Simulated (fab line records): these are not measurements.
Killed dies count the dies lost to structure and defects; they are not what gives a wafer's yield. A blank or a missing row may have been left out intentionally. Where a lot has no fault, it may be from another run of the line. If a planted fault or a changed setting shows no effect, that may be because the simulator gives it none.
A struck lot beside a sound one ; flow n5Finfet ; 14 steps out of a route of 1938
Sound: the wafers L734.4, L734.5, L734.6. Wafers L746.2, L746.3, L746.5 were the ones struck. Last of all comes the cause.
Order at every step that has rows: each side's tool, ch and its chambers, its first start. Under that, the readings that differ: sound wafers ; struck wafers ; difference of the means ; sigmas: that difference in standard deviations of wafers without a fault.
alike: words and numbers the same on both sides, and readings whose means are apart by under 2 such deviations; not compared: readings that were withheld, readings missing a value for some wafer, numbers with overlapping values and no deviation given by the record, and bounds like >300 which may hide the same value.
The two part at a step that has a row with sigmas, a row that says differs or no value, or rows on one side only. Numbers that have no deviation but don't overlap get no sigmas and don't part them. Lack of a reading on every wafer of one side parts them only where that side has two or more wafers.

first, 7 steps without rows for these wafers: N5_PASSIVATION_COAT_38; N5_PASSIVATION_EBR_40; N5_PASSIVATION_SOFTBAKE_39 (time 120 s); N5_PASSIVATION_EXPOSE_41 (exposes mask PASS OPEN, defocus 0 nm, target cd 40000 nm); N5_PASSIVATION_PEB_42; N5_PASSIVATION_DEVELOP_43 (develop time 60 s); N5_PASSIVATION_HARDBAKE_45 (time 120 s).
N5_PASSIVATION_CD_MEAS_44: the cd target is 40000 nm.
  sound on cdSem-03 ch 0, day 14 03:18; struck on cdSem-02 ch 0, day 16 20:40
  alike: cdNm
N5_PASSIVATION_OVL_MEAS_66:
  sound on overlay-02 ch 0, day 14 03:20; struck on overlay-02 ch 0, day 16 20:41
  alike: PASS_OPEN_OVL
N5_PASSIVATION_INSPECT_67: inspects for defects (macro).
  struck on defectInspect-01, day 16 20:43; sound on defectInspect-02, day 14 03:21
  alike: rawDefectCount
N5_PASSIVATION_DESCUM_46: chemistry O2, time 7.9 s.
  sound on rieDiel-03 ch 0,1,3, day 14 03:24; struck on rieDiel-03 ch 1,2,3, day 16 20:45
  alike: drypumpMotorCurrentA, oesProductAu, rfVppV, showerheadPlenumPTorr, tempC, throttleValvePct
  not compared: rfHoursCounterH
N5_PASSIVATION_PASS_ETCH_47: etches SiNx in CF4/O2, target depth 770 nm, time 385 s.
  sound on rieDiel-03 ch 0,1,3, day 14 03:32; struck on rieDiel-03 ch 1,2,3, day 16 20:47
  alike: drypumpMotorCurrentA, oes_f_703_au, oesProductAu, rfFwdPowerW, rfVppV, showerheadPlenumPTorr, throttleValvePct
  not compared: rfHoursCounterH
N5_PASSIVATION_ETCH_54: etches SiO2 in CHF3/O2, target depth 880 nm, time 440 s.
  sound on rieDiel-03 ch 0,1,3, day 14 03:47; struck on rieDiel-03 ch 1,2,3, day 16 21:01
reading;sound;struck;difference;sigmas
oes_f_703_au (a.u.);0.85 0.85 0.88;0.99 1.05 1.06;+0.17;+3
rfFwdPowerW (W);649.3 651.6 644.7;804.0 807.8 804.6;+156.9;+83
rfVppV (V);518 520 527;465 467 473;-53;-10
model.etch.depthNm (nm);871.7 881.6 881.8;960.1 958.1 965.8;+83.0;
model.PASSIVATION.featureDepthNm (nm);871.8 881.6 881.8;960 958.2 965.8;+83;
  alike: drypumpMotorCurrentA, oesProductAu, showerheadPlenumPTorr, throttleValvePct
  not compared: rfHoursCounterH
N5_PASSIVATION_STRIP_48: strips in O2.
  sound on rieDiel-03 ch 0,1,3, day 14 03:58; struck on rieDiel-03 ch 1,2,3, day 16 21:18
  alike: drypumpMotorCurrentA, oesProductAu, rfVppV, showerheadPlenumPTorr, tempC, throttleValvePct
  not compared: rfHoursCounterH

## WHERE THEY PART
Only at N5_PASSIVATION_ETCH_54, within this record. Later steps at which nothing parts them and some readings are alike: N5_PASSIVATION_STRIP_48.

WHY: whatever the simulator had introduced
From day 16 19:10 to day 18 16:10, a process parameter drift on rieDiel-03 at N5_PASSIVATION_ETCH_54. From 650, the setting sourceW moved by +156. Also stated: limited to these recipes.
